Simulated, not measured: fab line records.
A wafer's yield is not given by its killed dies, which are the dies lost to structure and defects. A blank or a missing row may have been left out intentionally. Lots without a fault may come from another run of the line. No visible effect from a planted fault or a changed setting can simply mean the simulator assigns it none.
Chamber matching :: flow n5 finfet :: N5_BEOL_M9_ETCH_76 on rie diel-01: 4 sister chambers
The step etches underlayer in N2/H2, target depth 6.5 nm, time 5.2 s. 8 wafers are shown with their chamber, then 6 later ones without.

== WAFERS WITH THEIR CHAMBER ==
wafer: L432.3
chamber: 2
drypump motor current A (A): 5.7
showerhead plenum p Torr (Torr): 2.64

wafer: L435.5
chamber: 1
drypump motor current A (A): 5.9
showerhead plenum p Torr (Torr): 2.67

wafer: L434.2
chamber: 2
drypump motor current A (A): 5.7
showerhead plenum p Torr (Torr): 2.63

wafer: L439.1
chamber: 0
drypump motor current A (A): 5.8
showerhead plenum p Torr (Torr): 2.58

wafer: L439.5
chamber: 0
drypump motor current A (A): 5.8
showerhead plenum p Torr (Torr): 2.58

wafer: L439.6
chamber: 3
drypump motor current A (A): 6.4
showerhead plenum p Torr (Torr): 2.51

wafer: L440.1
chamber: 1
drypump motor current A (A): 5.9
showerhead plenum p Torr (Torr): 2.66

wafer: L440.2
chamber: 3
drypump motor current A (A): 6.3
showerhead plenum p Torr (Torr): 2.51

== WAFERS WITH NO CHAMBER GIVEN ==
wafer: L440.4
drypump motor current A (A): 5.8
showerhead plenum p Torr (Torr): 2.57

wafer: L442.1
drypump motor current A (A): 5.9
showerhead plenum p Torr (Torr): 2.66

wafer: L442.2
drypump motor current A (A): 5.7
showerhead plenum p Torr (Torr): 2.63

wafer: L442.4
drypump motor current A (A): 5.8
showerhead plenum p Torr (Torr): 2.57

wafer: L448.2
drypump motor current A (A): 5.8
showerhead plenum p Torr (Torr): 2.57

wafer: L450.4
drypump motor current A (A): 5.8
showerhead plenum p Torr (Torr): 2.56

== THE CHAMBER EACH PASSED THROUGH ==
wafer: L440.4
from the rows above: 0
in truth: 0

wafer: L442.1
from the rows above: 1
in truth: 1

wafer: L442.2
from the rows above: 2
in truth: 2

wafer: L442.4
from the rows above: 0
in truth: 0

wafer: L448.2
from the rows above: 0
in truth: 0

wafer: L450.4
from the rows above: 0
in truth: 0
Correct placement for 6 of the 6. From these rows, 0 cannot be placed. 0 placed wrongly.
How it was worked out, from the rows above alone: a wafer's distance from a chamber is the root of the sum, over the readings, of the square of ((its reading less the chamber's mean) divided by the reading's scatter). The wafer belongs to the nearest chamber; if the next one is less than 2 further off, it can't be placed. The mean given for a chamber averages the wafers shown for that chamber. The scatter: take each reading less its chamber's mean, square it, sum over the shown wafers, divide by the number of wafers less the number of chambers, and take the root.
